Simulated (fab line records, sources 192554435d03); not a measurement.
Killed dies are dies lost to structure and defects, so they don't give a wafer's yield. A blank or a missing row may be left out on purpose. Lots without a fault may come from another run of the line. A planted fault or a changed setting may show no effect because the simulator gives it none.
fab line records | flow n5_finfet | part 2 of 2: steps 17 to 24 of 24
record lots=5 wafers=15 last_day=18
route steps=1938 shown BEOL_M2@874
lots that met no fault: from a run of the same line without faults
start_h: hours from the record's first day to the start of the lot's first wafer shown | wait_h: hours since the lot's step before | " the same as in the row above | L1.1+2: a row that stands for several wafers | - no value, or no start given | * or withheld: withheld | < > ~ a bound
route shown NAME@n: a module of which the file shows steps, and the number in the route of the first | usual: mean/standard deviation of fault-free wafers | same: alike in all rows | chamber/n: place in a boat | sites: the reading at each site | _std_site: their standard deviation | _edge_site: outer sites' mean less inner sites' | radius_mm: how far each site lies from the wafer's centre | mask NAME#n: copy n | behind: the tool/chamber that last shaped the wafer | hold: why the lot was held/for how many hours/how that ended | device: the transistor (n, p or np) that didn't switch | end of line: the same wafers' tests at the end of the route | a step without rows: its recipe alone | killed: dies lost to structure and defects at the first sort, not the wafer's yield | map: a wafer's dies, x killed, . not, _ none there
set.NAME: the setting as run; set.NAME@STEP: as run at that earlier step | model.NAME: the simulator's own value behind a step, which no gauge read
lots at some steps of the route; a table a step, a row a wafer
services: from which hour (start_h, from the record's first day; less than 0 if before it) a tool's chamber was out of use, for how many hours, and why
## steps
# step N5_BEOL_M2_TRENCH_ETCH_37
# recipe chemistry=C4F6/O2 target_depth_a=555.55 target=SiOC time_s=29.2 ion_energy_ev=250 pressure_mtorr=30 source_w=355 bias_w=185 Ar_flow_sccm=300 C4F6_flow_sccm=10 O2_flow_sccm=10
# usual chamber_pressure_mTorr=30.00/0.031 drypump_motor_current_A=5.6/0.48 mfc_ar_sccm=300.1/0.89 oes_product_au=0.76/0.09 rf_vpp_V=668/5.2 showerhead_plenum_p_Torr=2.81/0.089 throttle_valve_pct=20.96/0.21
# columns lot.wafer tool chamber start_h wait_h chamber_pressure_mTorr drypump_motor_current_A mfc_ar_sccm oes_product_au rf_hours_counter_h rf_vpp_V showerhead_plenum_p_Torr throttle_valve_pct
L082.1 rie_diel-02 0 - - 30.00 5.9 299.6 1.01 2 674 2.79 20.78
L082.4 " 2 " " 29.99 6.8 299.7 0.68 - 658 2.92 21.20
L082.5 " 1 " " 30.05 5.8 299.7 0.82 - 671 2.98 21.07
L087.1 rie_diel-01 2 - - 30.01 5.1 299.1 0.71 191 668 2.83 20.93
L087.2 " 3 " " 29.98 5.8 299.0 0.73 188 678 2.95 21.06
L087.4 " 1 " " 30.04 5.2 300.3 0.75 154 670 2.73 21.26
L085.1 rie_diel-05 0 - - 29.95 5.6 301.6 0.68 239 673 2.81 21.08
L085.2 " 3 " " 30.01 5.9 300.3 0.71 194 666 2.73 20.91
L085.3 " 2 " " 30.03 5.1 298.9 0.72 195 662 2.71 20.55
L094.3 rie_diel-05 2 - - 29.98 5.1 298.7 0.70 211 661 2.70 20.58
L094.5 " 3 " " 30.00 5.9 300.1 0.69 - 666 2.72 20.93
L094.6 " 1 " " 29.97 5.2 301.4 0.82 - 669 2.74 20.76
L096.1 rie_diel-05 2 - - 29.98 5.1 299.3 0.69 221 661 2.69 20.60
L096.4 " 3 " " 30.04 5.9 299.8 0.69 219 667 2.71 20.96
L096.6 " 0 " " 30.01 5.7 299.4 0.99 - 674 2.80 20.78
# step N5_BEOL_M2_ETCH_41
# recipe chemistry=CH3F/O2 target=SiCN target_depth_a=299 taper_deg=2 time_s=52.5 ion_energy_ev=120 mask_material=TiN pressure_mtorr=30 source_w=395 bias_w=75 Ar_flow_sccm=150 CH3F_flow_sccm=30 O2_flow_sccm=20
# usual chamber_pressure_mTorr=29.999/0.025 drypump_motor_current_A=5.6/0.49 mfc_ar_sccm=150.0/0.45 oes_product_au=0.76/0.09 rf_vpp_V=296.9/1.6 showerhead_plenum_p_Torr=1.97/0.066 throttle_valve_pct=16.43/0.2
# columns lot.wafer tool chamber start_h wait_h chamber_pressure_mTorr drypump_motor_current_A mfc_ar_sccm oes_product_au rf_hours_counter_h rf_vpp_V showerhead_plenum_p_Torr throttle_valve_pct
L082.1 rie_diel-02 0 - - 30.047 5.9 149.7 1.00 2 296.6 1.96 16.22
L082.4 " 2 " " 29.982 6.7 150.8 0.68 - 299.1 2.05 16.74
L082.5 " 1 " " 29.969 5.8 149.7 0.82 - 300.9 2.10 16.47
L087.1 rie_diel-01 2 - - 30.043 5.1 149.9 0.72 191 297.8 1.99 16.41
L087.2 " 3 " " 30.024 5.8 151.1 0.74 188 299.2 2.07 16.54
L087.4 " 1 " " 29.996 5.2 149.2 0.76 154 295.0 1.92 16.66
L085.1 rie_diel-05 0 - - 29.928 5.6 150.3 0.67 239 298.4 1.97 16.60
L085.2 " 3 " " 29.963 5.9 150.1 0.71 194 293.9 1.91 16.37
L085.3 " 2 " " 29.986 5.1 149.7 0.72 195 295.9 1.90 16.11
L094.3 rie_diel-05 2 - - 30.018 5.1 149.5 0.70 211 294.3 1.89 16.15
L094.5 " 3 " " 30.037 5.9 150.5 0.70 - 296.7 1.90 16.42
L094.6 " 1 " " 29.997 5.2 150.2 0.82 - 296.0 1.93 16.24
L096.1 rie_diel-05 2 - - 29.978 5.1 150.1 0.70 221 293.9 1.89 16.18
L096.4 " 3 " " 29.978 5.9 149.7 0.69 219 295.6 1.90 16.44
L096.6 " 0 " " 29.991 5.7 149.8 0.99 - 296.9 1.97 16.17
# step N5_BEOL_M2_STRIP_97
# recipe chemistry=N2/H2 time_s=10 power_w=450 temp_c=40 pressure_mtorr=20 rf_frequency_hz=6e+07 bias_power_w=7 n2_flow_sccm=200 h2_flow_sccm=200
# usual bias_power_w=7.000/0.019 chamber_pressure_mTorr=19.996/0.02 drypump_motor_current_A=5.6/0.48 oes_product_au=0.76/0.089 rf_vpp_V=59.1/0.86 showerhead_plenum_p_Torr=2.51/0.084 throttle_valve_pct=23.77/0.29
# columns lot.wafer tool chamber start_h wait_h bias_power_w chamber_pressure_mTorr drypump_motor_current_A oes_product_au rf_hours_counter_h rf_vpp_V showerhead_plenum_p_Torr throttle_valve_pct
L082.1 rie_diel-02 0 - - 7.005 20.039 5.9 0.99 2 58.2 2.50 23.41
L082.4 " 2 " " 7.003 19.991 6.8 0.67 - 59.5 2.60 23.97
L082.5 " 1 " " 6.977 19.972 5.8 0.83 - 60.2 2.68 23.96
L087.1 rie_diel-01 2 - - 7.040 19.990 5.1 0.72 191 61.0 2.53 23.90
L087.2 " 3 " " 7.001 19.985 5.8 0.73 188 59.7 2.64 23.75
L087.4 " 1 " " 6.997 20.011 5.2 0.76 154 59.0 2.44 24.38
L085.1 rie_diel-05 0 - - 6.975 19.994 5.6 0.68 239 57.9 2.50 23.86
L085.2 " 3 " " 6.999 19.971 5.9 0.72 194 58.1 2.42 23.70
L085.3 " 2 " " 7.026 19.990 5.1 0.70 195 59.5 2.41 23.29
L094.3 rie_diel-05 2 - - 6.974 20.024 5.1 0.70 211 58.2 2.41 23.30
L094.5 " 3 " " 6.990 20.006 5.9 0.70 - 59.5 2.41 23.73
L094.6 " 1 " " 6.981 19.983 5.2 0.82 - 58.7 2.46 23.66
L096.1 rie_diel-05 2 - - 7.039 20.018 5.1 0.69 221 57.3 2.40 23.32
L096.4 " 3 " " 6.984 19.994 5.9 0.69 219 57.1 2.41 23.74
L096.6 " 0 " " 6.966 19.965 5.6 0.99 - 59.3 2.49 23.62
# step N5_BEOL_M2_OCD_MEAS_38
# usual trench_depth_nm=55.3/0.88
# columns lot.wafer tool chamber start_h wait_h trench_depth_nm
L082.1 ocd-02 - 197.45 - 57.8
L082.4 " - " " 55.0
L082.5 " - " " 55.9
L087.1 ocd-01 - 221.44 - 54.3
L087.2 " - " " 54.3
L087.4 " - " " 55.1
L085.1 ocd-02 - 221.48 - 54.0
L085.2 " - " " 54.7
L085.3 " - " " 54.0
L094.3 ocd-01 - 262.66 - 54.2
L094.5 " - " " 54.9
L094.6 " - " " 55.2
L096.1 ocd-02 - 287.70 - 54.8
L096.4 " - " " 56.5
L096.6 " - " " 57.1
# step N5_BEOL_M2_HM_STRIP_39
# recipe chemistry=peroxide_tin_strip material=TiN target_depth_a=250 temp_c=50 time_s=158
# columns lot.wafer tool chamber start_h wait_h
L082.1+4+5 wet_bench-06 6,5,4 197.49 0.0
L087.1+2+4 wet_bench-01 4,1,2 221.47 0.0
L085.1+2+3 wet_bench-06 2,1,5 221.51 0.0
L094.3+5+6 wet_bench-01 1,2,5 262.69 0.0
L096.1+4+6 wet_bench-01 7,5,0 287.73 0.0
# step N5_BEOL_M2_SRD_40
# recipe time_s=30 temp_c=23 rinse_liquid=diw dry=ipa_marangoni
# columns lot.wafer tool chamber start_h wait_h
L082.1+4+5 wet_bench-06 6,5,4 197.53 0.0
L087.1+2+4 wet_bench-01 4,1,2 221.52 0.0
L085.1+2+3 wet_bench-06 2,1,5 221.56 0.0
L094.3+5+6 wet_bench-01 1,2,5 262.73 0.0
L096.1+4+6 wet_bench-01 7,5,0 287.78 0.0
# step N5_BEOL_M2_PRECLEAN_42
# recipe chemistry=residue_remover time_s=60 temp_c=40
# columns lot.wafer tool chamber start_h wait_h
L082.1+4+5 wet_bench-06 6,5,4 197.55 0.0
L087.1+2+4 wet_bench-01 4,1,2 221.54 0.0
L085.1+2+3 wet_bench-06 2,1,5 221.57 0.0
L094.3+5+6 wet_bench-01 1,2,5 262.75 0.0
L096.1+4+6 wet_bench-01 7,5,0 287.79 0.0
# step N5_BEOL_M2_SRD_43
# recipe time_s=30 temp_c=23 rinse_liquid=diw dry=ipa_marangoni
# columns lot.wafer tool chamber start_h wait_h
L082.1+4+5 wet_bench-06 6,5,4 197.57 0.0
L087.1+2+4 wet_bench-01 4,1,2 221.55 0.0
L085.1+2+3 wet_bench-06 2,1,5 221.59 0.0
L094.3+5+6 wet_bench-01 1,2,5 262.77 0.0
L096.1+4+6 wet_bench-01 7,5,0 287.81 0.0
## services
# columns tool chamber start_h hours kind
ald_sin-01 - 178.53 14.0 pm
ald_sin-01 0 178.53 14.0 vent_cycle
ald_sin-01 1 178.53 14.0 vent_cycle
rie_diel-02 3 191.84 - clean
rie_diel-02 3 191.84 - consumable_replace:focus_ring
rie_diel-02 3 191.84 25.8 scheduled_down
rie_diel-02 3 191.84 25.8 vent_cycle
rie_diel-02 2 217.75 - clean
rie_diel-02 2 217.75 - consumable_replace:focus_ring
rie_diel-02 2 217.75 25.7 scheduled_down
rie_diel-02 2 217.75 25.7 vent_cycle
ald_sin-01 0 224.33 5.2 repair
rie_diel-02 - 226.47 0.7 repair
litho_track-04 - 236.92 - consumable_replace:filter
rie_diel-02 1 237.00 5.9 repair
wet_bench-01 - 242.19 0.6 repair
ald_sin-04 1 243.72 3.6 repair
rie_diel-05 0 251.31 - clean
rie_diel-05 0 251.31 - consumable_replace:focus_ring
rie_diel-05 0 251.31 19.1 scheduled_down
rie_diel-05 0 251.31 19.1 vent_cycle
litho_track-04 - 262.00 - consumable_replace:filter
ald_sin-03 3 271.03 2.3 repair
ald_sin-01 - 287.11 28.1 pm
